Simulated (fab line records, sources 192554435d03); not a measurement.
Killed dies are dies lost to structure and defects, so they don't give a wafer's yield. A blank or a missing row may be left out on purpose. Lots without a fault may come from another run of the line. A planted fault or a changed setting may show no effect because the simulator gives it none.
fab line records | flow n5_finfet
record lots=7 wafers=39
route steps=1938 shown BEOL_M0_SAQP@638 BEOL_M3@977 BEOL_M4@1108 BEOL_M8@1348 BEOL_M9@1460 BEOL_M11@1536
start_h: hours from the record's first day to the start of the lot's first wafer shown | wait_h: hours since the lot's step before | " the same as in the row above | L1.1+2: a row that stands for several wafers | - no value, or no start given | * or withheld: withheld | < > ~ a bound
route shown NAME@n: a module of which the file shows steps, and the number in the route of the first | usual: mean/standard deviation of fault-free wafers | same: alike in all rows | chamber/n: place in a boat | sites: the reading at each site | _std_site: their standard deviation | _edge_site: outer sites' mean less inner sites' | radius_mm: how far each site lies from the wafer's centre | mask NAME#n: copy n | behind: the tool/chamber that last shaped the wafer | hold: why the lot was held/for how many hours/how that ended | device: the transistor (n, p or np) that didn't switch | end of line: the same wafers' tests at the end of the route | a step without rows: its recipe alone | killed: dies lost to structure and defects at the first sort, not the wafer's yield | map: a wafer's dies, x killed, . not, _ none there
set.NAME: the setting as run; set.NAME@STEP: as run at that earlier step | model.NAME: the simulator's own value behind a step, which no gauge read
lots whose settings were changed on purpose; a table a step, a row a wafer
## steps
# step N5_BEOL_M0_SAQP_PECVD_04
# recipe material=a-Si target_thk_a=600 temp_c=350 precursor=SiH4/He pressure_torr=3 rf_w=100 time_s=60.2
# columns lot.wafer tool chamber start_h wait_h set.time_s model.a-Si_of_BEOL_M0_SAQP_PECVD_04.thk_nm
L077.1+2 pecvd-01 0,1 126.55 0.0 60.2 60
L077.3 " 2 " " 60.2 60.2
L077.4 " 0 " " 60.2 61.2
L077.5+6 " 2,1 " " 60.2 60.8
L083.1 pecvd-03 1 161.80 0.0 31.99 31.2
L083.2 " 0 " " 60.2 58.6
L083.3 " 2 " " 60.2 60
L083.4 " 1 " " 31.99 32
L083.5 " 2 " " 31.99 32.2
L083.6 " 0 " " 60.2 59.6
L086.1 pecvd-03 2 185.71 0.0 60.2 59.8
L086.2 " 0 " " 48.46 47.6
L086.3 " 1 " " 48.46 47.8
L086.4 " 2 " " 48.46 49
L086.5 " 1 " " 60.2 60.4
L086.6 " 0 " " 60.2 60.6
L090.1 pecvd-02 0 203.79 0.0 60.2 60.2
L090.2 " 2 " " 49.16 47.8
L090.3 " 1 " " 49.16 49.4
L090.4 " 1 " " 60.2 60.4
L090.5 " 2 " " 60.2 61
L090.6 " 0 " " 49.16 49
L092.1 pecvd-02 0 212.99 0.0 49.83 49.4
L092.2 " 1 " " 60.2 59.4
L092.3 " 2 " " 60.2 58.4
L092.4 " 2 " " 60.2 60
L092.5+6 " 1,0 " " 49.83 49.6
L094.1 pecvd-03 1 226.29 0.0 73.24 71.4
L094.2 " 2 " " 60.2 59.2
L094.3 " 1 " " 73.24 72.6
L094.4 " 2 " " 73.24 73.6
L094.5+6 " 1,2 " " 60.2 59.8
L096.3 pecvd-01 2 238.92 0.0 60.2 59.6
L096.4 " 2 " " 60.2 60.2
L096.5 " 1 " " 60.2 60.8
# step N5_BEOL_M0_SAQP_THK_MEAS_05
# usual thk_nm=59.8/0.78
# columns lot.wafer tool chamber start_h wait_h set.time_s@BEOL_M0_SAQP_PECVD_04 thk_nm
L077.1 film_metro-01 - 126.64 0.1 60.2 60.1
L077.2 " - " " 60.2 60.1
L077.3 " - " " 60.2 60.2
L077.4 " - " " 60.2 61.3
L077.5 " - " " 60.2 60.7
L077.6 " - " " 60.2 60.9
L083.1 film_metro-01 - 161.90 0.1 31.99 31.2
L083.2 " - " " 60.2 58.6
L083.3 " - " " 60.2 60.0
L083.4 " - " " 31.99 32.0
L083.5 " - " " 31.99 32.3
L083.6 " - " " 60.2 59.6
L086.1 film_metro-02 - 185.80 0.1 60.2 59.8
L086.2 " - " " 48.46 47.5
L086.3 " - " " 48.46 47.9
L086.4 " - " " 48.46 48.9
L086.5 " - " " 60.2 60.5
L086.6 " - " " 60.2 60.5
L090.1 film_metro-02 - 203.89 0.1 60.2 60.2
L090.2 " - " " 49.16 47.9
L090.3 " - " " 49.16 49.4
L090.4 " - " " 60.2 60.4
L090.5 " - " " 60.2 61.0
L090.6 " - " " 49.16 49.1
L092.1 film_metro-01 - 213.09 0.1 49.83 49.4
L092.2 " - " " 60.2 59.5
L092.3 " - " " 60.2 58.5
L092.4 " - " " 60.2 60.1
L092.5 " - " " 49.83 49.6
L092.6 " - " " 49.83 49.5
L094.1 film_metro-02 - 226.42 0.1 73.24 71.4
L094.2 " - " " 60.2 59.1
L094.3 " - " " 73.24 72.7
L094.4 " - " " 73.24 73.5
L094.5 " - " " 60.2 59.8
L094.6 " - " " 60.2 59.9
L096.3 film_metro-02 - 239.02 0.1 60.2 59.6
L096.4 " - " " 60.2 60.2
L096.5 " - " " 60.2 60.8
# step N5_BEOL_M0_SAQP_HM_DEP_111
# recipe material=SiO2 target_thk_a=120 temp_c=400 precursor=SiH4/N2O pressure_torr=0.75 rf_w=275 time_s=7.2
# step N5_BEOL_M0_SAQP_COAT_81
# recipe resist=SOC temp_c=250 time_s=60 spin_rpm=1500 resist_thk_nm=100
# step N5_BEOL_M0_SAQP_HM_OPEN_112
# recipe chemistry=CHF3/O2 target=SiO2 stop_on=a-Si target_depth_a=120 over_etch_frac=1.25 mask_material=SOC time_s=13.5 pressure_mtorr=30 source_w=650 bias_w=170 Ar_flow_sccm=200 CHF3_flow_sccm=50 O2_flow_sccm=5 ion_energy_ev=200 ends=end_point
# step N5_BEOL_M0_SAQP_STRIP_113
# recipe chemistry=CHF3/O2 resist=SiARC rf_frequency_hz=6e+07
# step N5_BEOL_M0_SAQP_MANDREL_ETCH_20
# recipe target_depth_a=600 chemistry=HBr/Cl2 target=a-Si stop_on=SiNx bt_time_s=10 mask_material=SOC over_etch_frac=0.5 time_s=30 pressure_mtorr=10 icp_w=800 bias_w=75 HBr_flow_sccm=150 Cl2_flow_sccm=80 ends=end_point
# usual oes_product_au=0.775/0.013
# columns lot.wafer tool chamber start_h wait_h set.time_s@BEOL_M0_SAQP_PECVD_04 oes_product_au model.etch.depth_nm
L077.1 rie_si-03 1 127.49 0.0 60.2 0.775 60.09
L077.2 " 2 " " 60.2 0.784 60.05
L077.3 " 0 " " 60.2 0.796 60.15
L077.4 " 3 " " 60.2 0.777 61.26
L077.5 " 0 " " 60.2 0.806 60.75
L077.6 " 3 " " 60.2 0.771 60.83
L083.1 rie_si-06 2 163.19 0.0 31.99 0.551 31.19
L083.2 " 3 " " 60.2 0.757 58.57
L083.3 " 1 " " 60.2 0.798 60.02
L083.4 " 2 " " 31.99 0.554 32.04
L083.5 " 3 " " 31.99 0.566 32.28
L083.6 " 1 " " 60.2 0.784 59.55
L086.1 rie_si-03 1 187.24 0.0 60.2 0.775 59.77
L086.2 " 2 " " 48.46 0.686 47.44
L086.3 " 3 " " 48.46 0.669 47.84
L086.4 " 0 " " 48.46 0.707 48.92
L086.5 " 2 " " 60.2 0.788 60.4
L086.6 " 3 " " 60.2 0.768 60.57
L090.1 rie_si-06 2 205.23 0.0 60.2 0.755 60.09
L090.2 " 0 " " 49.16 0.679 47.86
L090.3 " 3 " " 49.16 0.688 49.38
L090.4 " 1 " " 60.2 0.800 60.4
L090.5 " 2 " " 60.2 0.767 60.96
L090.6 " 3 " " 49.16 0.681 48.96
L092.1 rie_si-03 3 213.93 0.0 49.83 0.684 49.35
L092.2 " 1 " " 60.2 0.777 59.45
L092.3 " 2 " " 60.2 0.779 58.39
L092.4 " 0 " " 60.2 0.795 60.07
L092.5 " 1 " " 49.83 0.697 49.63
L092.6 " 2 " " 49.83 0.703 49.44
L094.1 rie_si-03 3 228.33 0.0 73.24 0.853 71.28
L094.2 " 1 " " 60.2 0.775 59.13
L094.3 " 0 " " 73.24 0.889 72.58
L094.4 " 1 " " 73.24 0.883 73.49
L094.5 " 0 " " 60.2 0.786 59.74
L094.6 " 3 " " 60.2 0.762 59.86
L096.3 rie_si-06 1 239.76 0.0 60.2 0.784 59.47
L096.4 " 3 " " 60.2 0.770 60.11
L096.5 " 2 " " 60.2 0.764 60.84
# step N5_BEOL_M3_VIA_ETCH_34
# recipe chemistry=C4F6/O2 target_depth_a=694 mask_material=SOC pressure_mtorr=15 ion_energy_ev=250 taper_deg=4 time_s=65.9 source_w=350 bias_w=170 Ar_flow_sccm=300 C4F6_flow_sccm=10 O2_flow_sccm=10
# columns lot.wafer tool chamber start_h wait_h set.target_depth_a model.etch.depth_nm model.SOC_of_BEOL_M3_COAT_67.thk_nm
L077.1 rie_diel-03 0 165.82 0.0 694 67.96 51.8
L077.2 " 3 " " 694 70.89 51.8
L077.3 " 0 " " 694 67.9 52
L077.4 " 3 " " 694 70.37 51.8
L077.5 " 3 " " 694 70.5 51.8
L077.6 " 0 " " 694 67.61 51.8
L083.1 rie_diel-03 0 204.38 0.0 896.7 86.85 49.4
L083.2 " 2 " " 694 68.46 51.8
L083.3 " 1 " " 896.7 91.73 49.2
L083.4 " 3 " " 694 71.29 51.6
L083.5 " 1 " " 694 71.13 51.4
L083.6 " 2 " " 896.7 88.41 49.4
L086.1 rie_diel-04 2 244.33 0.0 694 69.78 51.8
L086.2 " 0 " " 1028 104.8 48
L086.3 " 3 " " 1028 103.4 48
L086.4 " 2 " " 694 69.28 52
L086.5 " 3 " " 694 70.24 51.6
L086.6 " 0 " " 1028 105 47.8
L090.1 rie_diel-05 2 250.86 0.0 694 69.23 52
L090.2 " 0 " " 694 70.15 52
L090.3 " 3 " " 555.4 56.72 53.2
L090.4 " 3 " " 555.4 56.5 53.6
L090.5 " 2 " " 694 68.41 52.2
L090.6 " 0 " " 555.4 55.93 53.6
L092.1 rie_diel-03 1 253.74 0.0 694 71.46 51.6
L092.2 " 0 " " 694 66.88 51.8
L092.3 " 2 " " 694 68.65 51.8
L092.4 " 3 " " 694 70.13 51.6
L092.5 " 3 " " 694 70.17 51.6
L092.6 " 2 " " 694 68.28 51.8
L094.1 rie_diel-04 2 288.76 0.0 694 69.28 52
L094.2 " 3 " " 694 69.78 51.8
L094.3 " 1 " " 694 71.62 51.6
L094.4 " 0 " " 694 70.8 51.8
L094.5 " 0 " " 694 70.45 52
L094.6 " 3 " " 694 69.79 51.8
L096.3 rie_diel-03 1 291.63 0.0 694 72.05 51.6
L096.4 " 0 " " 694 67.36 52
L096.5 " 1 " " 694 71.65 51.6
# step N5_BEOL_M4_DEP_57
# recipe material=SiCN target_thk_a=80 temp_c=withheld precursor=3MS/NH3 pressure_torr=3 rf_w=202 time_s=14
# columns lot.wafer tool chamber start_h wait_h set.target_thk_a model.SiCN_of_BEOL_M4_DEP_57.thk_nm
L077.1+6 pecvd-04 2,0 186.01 0.0 80 8.2
L077.2+4+5 " 1,1,2 " " 80 8
L077.3 " 0 " " 80 7.8
L083.1+4 pecvd-04 1 221.97 0.0 80 7.6
L083.2 " 0 " " 63.98 6
L083.3+5 " 0,1 " " 63.98 6.2
L083.6 " 0 " " 80 7.8
L086.1 pecvd-03 1 256.14 0.0 62.95 6
L086.2 " 2 " " 80 8
L086.3 " 0 " " 62.95 6.4
L086.4 " 0 " " 80 8.2
L086.5 " 1 " " 80 7.8
L086.6 " 2 " " 62.95 6.6
L090.1+2+3 pecvd-04 1,0,2 267.03 0.0 80 8
L090.4 " 2 " " 80 8.4
L090.5+6 " 1,0 " " 80 8.2
L092.1 pecvd-01 2 271.68 0.0 50.25 4.8
L092.2+6 " 0,1 " " 50.25 5.2
L092.3 " 1 " " 80 8.2
L092.4 " 2 " " 80 8
L092.5 " 0 " " 80 8.4
L094.1+3+4 pecvd-03 0,1,1 304.39 0.0 80 8
L094.2+5+6 " 2,0,2 " " 80 8.2
L096.3 pecvd-04 1 307.32 0.0 80 7.6
L096.4 " 0 " " 80 8
L096.5 " 2 " " 80 8.2
# step N5_BEOL_M8_DESCUM_16
# recipe chemistry=O2 time_s=7.9 source_power_w=50 bias_power_w=20 pressure_mtorr=20 rf_frequency_hz=2.712e+07 temp_c=40 resist=CAR-ArF o2_flow_sccm=225
# columns lot.wafer tool chamber start_h wait_h set.time_s model.CAR-ArF_of_BEOL_M8_COAT_05.thk_nm
L077.1+2+3 rie_diel-02 1,3,0 217.59 0.6 7.9 83.6
L077.4 " 2 " " 11.41 81.6
L077.5 " 2 " " 11.41 81.2
L077.6 " 1 " " 11.41 81.4
L083.1 rie_diel-02 3 267.26 0.0 10.89 81.4
L083.2 " 2 " " 10.89 81.8
L083.3 " 1 " " 7.9 83.8
L083.4+6 " 0,3 " " 7.9 83.6
L083.5 " 2 " " 10.89 82
L086.1 rie_diel-06 1 293.10 0.2 7.9 83.4
L086.2+6 " 2 " " 10.29 81.8
L086.3+4 " 3,0 " " 7.9 83
L086.5 " 3 " " 10.29 82
L090.1 rie_diel-02 0 302.32 0.0 7.9 83
L090.2+4 " 2,3 " " 7.9 83.2
L090.3 " 3 " " 12.32 80.2
L090.5 " 2 " " 12.32 80.8
L090.6 " 0 " " 12.32 80.6
L092.1 rie_diel-01 3 304.52 0.0 7.9 83.6
L092.2 " 2 " " 12.15 81.4
L092.3+5 " 0,2 " " 7.9 83.8
L092.4 " 1 " " 12.15 81.2
L092.6 " 3 " " 12.15 81
L094.1+2 rie_diel-01 0,1 338.41 0.1 11.27 81.6
L094.3 " 2 " " 11.27 81.8
L094.4 " 3 " " 7.9 83.8
L094.5 " 0 " " 7.9 84
L094.6 " 1 " " 7.9 83.6
L096.3+4+5 rie_diel-02 0,1,0 343.47 0.1 7.9 83.4
# step N5_BEOL_M8_ETCH_61
# recipe chemistry=CF4 target=SiARC target_depth_a=455 mask_material=CAR-ArF time_s=75.8 ion_energy_ev=80 pressure_mtorr=40 source_w=545 bias_w=36 Ar_flow_sccm=100 cf4_flow_sccm=100 ends=cleared
# columns lot.wafer tool chamber start_h wait_h set.time_s@BEOL_M8_DESCUM_16 model.CAR-ArF_of_BEOL_M8_COAT_05.thk_nm
L077.1+2+3 rie_diel-02 1,3,0 217.62 0.0 7.9 51
L077.4 " 2 " " 11.41 49.2
L077.5 " 2 " " 11.41 48.8
L077.6 " 1 " " 11.41 49
L083.1 rie_diel-02 3 267.29 0.0 10.89 48.8
L083.2 " 2 " " 10.89 49
L083.3 " 1 " " 7.9 51.2
L083.4 " 0 " " 7.9 51
L083.5 " 2 " " 10.89 49.2
L083.6 " 3 " " 7.9 50.8
L086.1 rie_diel-06 1 293.14 0.0 7.9 50.8
L086.2+6 " 2 " " 10.29 49.2
L086.3+4 " 3,0 " " 7.9 50.4
L086.5 " 3 " " 10.29 49.4
L090.1 rie_diel-02 0 302.35 0.0 7.9 50.4
L090.2+4 " 2,3 " " 7.9 50.6
L090.3 " 3 " " 12.32 47.6
L090.5 " 2 " " 12.32 48.2
L090.6 " 0 " " 12.32 47.8
L092.1 rie_diel-01 3 304.55 0.0 7.9 51
L092.2 " 2 " " 12.15 48.8
L092.3+5 " 0,2 " " 7.9 51.2
L092.4+6 " 1,3 " " 12.15 48.6
L094.1+3 rie_diel-01 0,2 338.44 0.0 11.27 49
L094.2 " 1 " " 11.27 48.8
L094.4+6 " 3,1 " " 7.9 51
L094.5 " 0 " " 7.9 51.2
L096.3+5 rie_diel-02 0 343.50 0.0 7.9 50.8
L096.4 " 1 " " 7.9 50.6
# step N5_BEOL_M9_CVD_78
# recipe material=Co target_thk_a=20 temp_c=withheld precursor=CCTBA/H2 pressure_torr=30 time_s=138.9
# columns lot.wafer tool chamber start_h wait_h set.target_thk_a model.Co_of_BEOL_M9_CVD_78.thk_nm
L077.1+2 cvd_co-01 1,0 231.85 0.1 20 2
L077.3 " 2 " " 27.55 2.6
L077.4 " 1 " " 27.55 3
L077.5 " 2 " " 20 1.8
L077.6 " 0 " " 27.55 2.8
L083.1+2+6 cvd_co-02 2,0,0 283.50 0.2 20 2
L083.3+5 " 1 " " 12.35 1.2
L083.4 " 2 " " 12.35 1.4
L086.1 cvd_co-02 2 306.24 0.2 10.66 1.2
L086.2+4+6 " 0,2,0 " " 20 2
L086.3+5 " 1 " " 10.66 1
L090.1+2+3+5+6 cvd_co-02 1,2,0,2,0 314.74 0.1 20 2
L090.4 " 1 " " 20 1.8
L092.1 cvd_co-01 0 314.88 0.1 20 2
L092.2 " 1 " " 20 1.8
L092.3+6 " 2 " " 29.7 2.8
L092.4 " 0 " " 20 2.2
L092.5 " 1 " " 29.7 3
L094.1+3+5 cvd_co-01 0 347.87 0.1 20 2
L094.2+4+6 " 2 " " 20 1.8
L096.3+5 cvd_co-01 2 356.74 0.3 20 1.8
L096.4 " 0 " " 20 2
# step N5_BEOL_M11_ILD_DEP_00
# recipe material=SiCOH_lowk target_thk_a=3085.1 temp_c=300 precursor=DEMS/porogen pressure_torr=5 rf_w=500 time_s=58
# columns lot.wafer tool chamber start_h wait_h set.time_s model.SiCOH_lowk_of_BEOL_M11_ILD_DEP_00.thk_nm
L077.1 pecvd-01 1 244.27 0.1 58 308.6
L077.2 " 2 " " 58 306.6
L077.3 " 0 " " 58 304.4
L077.4 " 2 " " 58 311
L077.5 " 0 " " 58 308.2
L077.6 " 1 " " 58 312
L083.1 pecvd-01 2 292.93 0.0 58 306.4
L083.2 " 0 " " 58 304
L083.3 " 1 " " 58 309.6
L083.4 " 1 " " 40.41 217.6
L083.5 " 0 " " 40.41 218.8
L083.6 " 2 " " 40.41 217
L086.1 pecvd-01 1 316.59 0.0 84.86 443.6
L086.2 " 2 " " 84.86 446.2
L086.3 " 0 " " 58 304.4
L086.4 " 0 " " 84.86 451.8
L086.5 " 2 " " 58 312.2
L086.6 " 1 " " 58 314.8
L090.1 pecvd-01 2 322.01 0.0 90.85 475.6
L090.2 " 1 " " 58 309.6
L090.3 " 0 " " 90.85 481.6
L090.4 " 1 " " 90.85 483
L090.5 " 0 " " 58 312.2
L090.6 " 2 " " 58 311.4
L092.1 pecvd-03 2 325.97 0.0 58 303.8
L092.2 " 0 " " 58 305.8
L092.3 " 1 " " 58 300.8
L092.4 " 0 " " 58 309.2
L092.5 " 2 " " 58 307.6
L092.6 " 1 " " 58 307.4
L094.1 pecvd-02 0 357.63 0.0 28.98 151.8
L094.2 " 2 " " 28.98 150
L094.3 " 1 " " 58 309.2
L094.4 " 0 " " 28.98 154.4
L094.5 " 1 " " 58 309.6
L094.6 " 2 " " 58 308.2
L096.3 pecvd-03 2 365.93 0.0 58 302.4
L096.4 " 2 " " 58 304.6
L096.5 " 1 " " 58 308
# step N5_BEOL_M11_CURE_71
# recipe temp_c=385 time_s=240 ambient=He/Ar material=SiCOH_lowk
# columns lot.wafer tool chamber start_h wait_h set.time_s@BEOL_M11_ILD_DEP_00 model.SiCOH_lowk_of_BEOL_M11_ILD_DEP_00.thk_nm
L077.1 uv_cure-01 2 244.53 0.2 58 268
L077.2 " 2 " " 58 266.2
L077.3 " 2 " " 58 264.4
L077.4 " 2 " " 58 270.2
L077.5 " 2 " " 58 267.8
L077.6 " 2 " " 58 271.2
L083.1 uv_cure-01 0 293.01 0.0 58 266.2
L083.2 " 0 " " 58 264
L083.3 " 0 " " 58 269
L083.4 " 0 " " 40.41 188
L083.5 " 0 " " 40.41 189
L083.6 " 0 " " 40.41 187.6
L086.1 uv_cure-01 2 316.78 0.2 84.86 388.2
L086.2 " 2 " " 84.86 390.6
L086.3 " 2 " " 58 264.4
L086.4 " 2 " " 84.86 395.6
L086.5 " 2 " " 58 271.4
L086.6 " 2 " " 58 273.6
L090.1 uv_cure-01 0 322.09 0.0 90.85 417
L090.2 " 0 " " 58 269
L090.3 " 0 " " 90.85 422.4
L090.4 " 0 " " 90.85 423.6
L090.5 " 0 " " 58 271.2
L090.6 " 0 " " 58 270.6
L092.1 uv_cure-01 0 326.05 0.0 58 263.8
L092.2 " 0 " " 58 265.6
L092.3 " 0 " " 58 261.2
L092.4 " 0 " " 58 268.6
L092.5 " 0 " " 58 267.2
L092.6 " 0 " " 58 267
L094.1 uv_cure-03 1 357.70 0.0 28.98 130.6
L094.2 " 1 " " 28.98 129.2
L094.3 " 1 " " 58 268.6
L094.4 " 1 " " 28.98 133
L094.5 " 1 " " 58 269
L094.6 " 1 " " 58 267.6
L096.3 uv_cure-02 2 366.16 0.2 58 262.6
L096.4 " 2 " " 58 264.6
L096.5 " 2 " " 58 267.6
# step N5_BEOL_M11_THK_MEAS_01
# recipe reads=SiCOH_lowk_of_BEOL_M11_ILD_DEP_00
# usual M11_ILD_THK=267/3.7
# columns lot.wafer tool chamber start_h wait_h set.time_s@BEOL_M11_ILD_DEP_00 M11_ILD_THK[nm]
L077.1 film_metro-01 - 245.05 0.4 58 268
L077.2 " - " " 58 266
L077.3 " - " " 58 264
L077.4 " - " " 58 270
L077.5 " - " " 58 268
L077.6 " - " " 58 271
L083.1 film_metro-01 - 293.52 0.4 58 266
L083.2 " - " " 58 264
L083.3 " - " " 58 269
L083.4 " - " " 40.41 188
L083.5 " - " " 40.41 189
L083.6 " - " " 40.41 188
L086.1 film_metro-01 - 317.29 0.4 84.86 388
L086.2 " - " " 84.86 391
L086.3 " - " " 58 265
L086.4 " - " " 84.86 396
L086.5 " - " " 58 271
L086.6 " - " " 58 274
L090.1 film_metro-02 - 322.60 0.4 90.85 417
L090.2 " - " " 58 269
L090.3 " - " " 90.85 422
L090.4 " - " " 90.85 423
L090.5 " - " " 58 271
L090.6 " - " " 58 271
L092.1 film_metro-02 - 326.57 0.4 58 264
L092.2 " - " " 58 265
L092.3 " - " " 58 261
L092.4 " - " " 58 269
L092.5 " - " " 58 267
L092.6 " - " " 58 267
L094.1 film_metro-01 - 358.22 0.4 28.98 131
L094.2 " - " " 28.98 129
L094.3 " - " " 58 269
L094.4 " - " " 28.98 133
L094.5 " - " " 58 269
L094.6 " - " " 58 268
L096.3 film_metro-01 - 366.52 0.3 58 263
L096.4 " - " " 58 264
L096.5 " - " " 58 267
## key
split step=N5_BEOL_M0_SAQP_PECVD_04 setting=time_s stated=60.2 by=wafer
response step=N5_BEOL_M0_SAQP_PECVD_04 reading=model.a-Si_of_BEOL_M0_SAQP_PECVD_04.thk_nm change=+0.596 per=1% r=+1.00
response step=N5_BEOL_M0_SAQP_THK_MEAS_05 reading=thk_nm change=* per=1% r=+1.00
response step=N5_BEOL_M0_SAQP_MANDREL_ETCH_20 reading=oes_product_au change=+0.00478 per=1% r=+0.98
response step=N5_BEOL_M0_SAQP_MANDREL_ETCH_20 reading=model.etch.depth_nm change=+0.596 per=1% r=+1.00
split step=N5_BEOL_M3_VIA_ETCH_34 setting=target_depth_a stated=694 by=wafer
response step=N5_BEOL_M3_VIA_ETCH_34 reading=model.etch.depth_nm change=+0.692 per=1% r=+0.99
response step=N5_BEOL_M3_VIA_ETCH_34 reading=model.SOC_of_BEOL_M3_COAT_67.thk_nm change=-0.0785 per=1% r=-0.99
split step=N5_BEOL_M4_DEP_57 setting=target_thk_a stated=80 by=wafer
response step=N5_BEOL_M4_DEP_57 reading=model.SiCN_of_BEOL_M4_DEP_57.thk_nm change=+0.0817 per=1% r=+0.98
split step=N5_BEOL_M8_DESCUM_16 setting=time_s stated=7.9 by=wafer
response step=N5_BEOL_M8_DESCUM_16 reading=model.CAR-ArF_of_BEOL_M8_COAT_05.thk_nm change=-0.0478 per=1% r=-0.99
response step=N5_BEOL_M8_ETCH_61 reading=model.CAR-ArF_of_BEOL_M8_COAT_05.thk_nm change=-0.0473 per=1% r=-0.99
split step=N5_BEOL_M9_CVD_78 setting=target_thk_a stated=20 by=wafer
response step=N5_BEOL_M9_CVD_78 reading=model.Co_of_BEOL_M9_CVD_78.thk_nm change=+0.0197 per=1% r=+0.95
split step=N5_BEOL_M11_ILD_DEP_00 setting=time_s stated=58 by=wafer
response step=N5_BEOL_M11_ILD_DEP_00 reading=model.SiCOH_lowk_of_BEOL_M11_ILD_DEP_00.thk_nm change=+3.01 per=1% r=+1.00
response step=N5_BEOL_M11_CURE_71 reading=model.SiCOH_lowk_of_BEOL_M11_ILD_DEP_00.thk_nm change=+2.67 per=1% r=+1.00
response step=N5_BEOL_M11_THK_MEAS_01 reading=M11_ILD_THK change=+2.67 per=1% r=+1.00
